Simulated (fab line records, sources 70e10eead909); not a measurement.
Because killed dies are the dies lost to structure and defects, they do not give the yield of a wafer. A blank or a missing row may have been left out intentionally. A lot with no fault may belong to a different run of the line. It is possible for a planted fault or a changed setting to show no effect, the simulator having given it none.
Struck lot and sound lot, side by side || flow nand_harc || 14 steps out of a route of 1159
Sound: wafers L180.1, L180.4, L180.6. The struck wafers were L192.4, L192.5, L192.6. The cause is named last.
At each step with rows: each side's tool, then ch and its chambers, then its first start. Under that, the readings that differ: sound wafers || struck wafers || difference of the means || sigmas: that difference in standard deviations of wafers without a fault.
alike: same words and numbers on both sides, and readings whose means sit less than 2 such deviations apart. not compared: any withheld reading, any reading some wafer has no value for, any bound like >300 that may hide the same value, and any number with overlapping values for which the record gives no deviation.
A row with sigmas, a row that says differs or no value, or rows on one side alone: a step with any of these is where the two part. When numbers do not overlap yet have no deviation, they are printed without sigmas and do not part them. A reading that every wafer of one side lacks parts them only if that side has two wafers or more.

first, 1 step without rows for these wafers: NHARC_P_M1_PRE_CLEAN_30 (time 30 s).
NHARC_P_M1_PVD_20: deposits TaN, target thk 5 nm, time 8.06 s.
  sound on pvd_sputter-03; struck on pvd_sputter-03
  alike: substrate_temp_c, throttle_valve_pct
NHARC_P_M1_PVD_21: deposits Cu, target thk 30 nm, time 20.49 s.
  sound on pvd_sputter-03; struck on pvd_sputter-03
  alike: substrate_temp_c, throttle_valve_pct
then, 1 step without rows for these wafers: NHARC_P_M1_ECD_22 (material Cu, target thk 400 nm).
NHARC_P_M1_ANNEAL_31: time 90 s.
  sound on rtp_anneal-01 ch 0, day 6 18:59; struck on rtp_anneal-01 ch 0, day 9 09:27
  alike: wafer_temp_C_max
NHARC_P_M1_CMP_23: polishes, t overpolish 20 s, target thk 157.82 nm.
  sound on cmp-02 ch 0,3, day 6 19:22; struck on cmp-02 ch 1,2, day 9 09:40
  alike: motor_current_A, time_to_endpoint_s
NHARC_P_M1_THK_MEAS_24: measures by xrf.
  sound on film_metro-01, day 6 19:39; struck on film_metro-02, day 9 09:58
  alike: thk_nm
then, 1 step without rows for these wafers: NHARC_P_M1_SRD_25.
NHARC_P_M1_INSPECT_27:
  sound on defect_inspect-01, day 6 19:49; struck on defect_inspect-02, day 9 10:07
  alike: raw_defect_count
then, 1 step without rows for these wafers: NHARC_P_M1_PRE_CLEAN_32 (time 12 s).
NHARC_P_M1_DEP_33: deposits SiCN, target thk 30 nm.
  sound on pecvd-02 ch 0,1, day 6 20:02; struck on pecvd-03 ch 1,2, day 9 10:29
  alike: heater_power_w, showerhead_vpp_V
NHARC_P_M2_DEP_00: deposits SiOC, target thk 182.5 nm.
  sound on pecvd-03 ch 0,1, day 6 20:26; struck on pecvd-02 ch 0,1,2, day 9 11:32
  alike: showerhead_vpp_V
then, 1 step without rows for these wafers: NHARC_P_M2_DEHYDRATE_01 (time 120 s).
-- jump in the record: it breaks off in module P_M2 and resumes in module END (first step shown: number 1159 of the route), and 13 days separate the struck wafers' starts before and after --
NHARC_END_SORT_01:
  the record has rows for the struck wafers here (prober-02 ch 0, day 22 11:47) and none for the sound ones

## WHERE THEY PART
At NHARC_END_SORT_01 and nowhere else, as far as this record goes.

WHY: what the simulator had put in
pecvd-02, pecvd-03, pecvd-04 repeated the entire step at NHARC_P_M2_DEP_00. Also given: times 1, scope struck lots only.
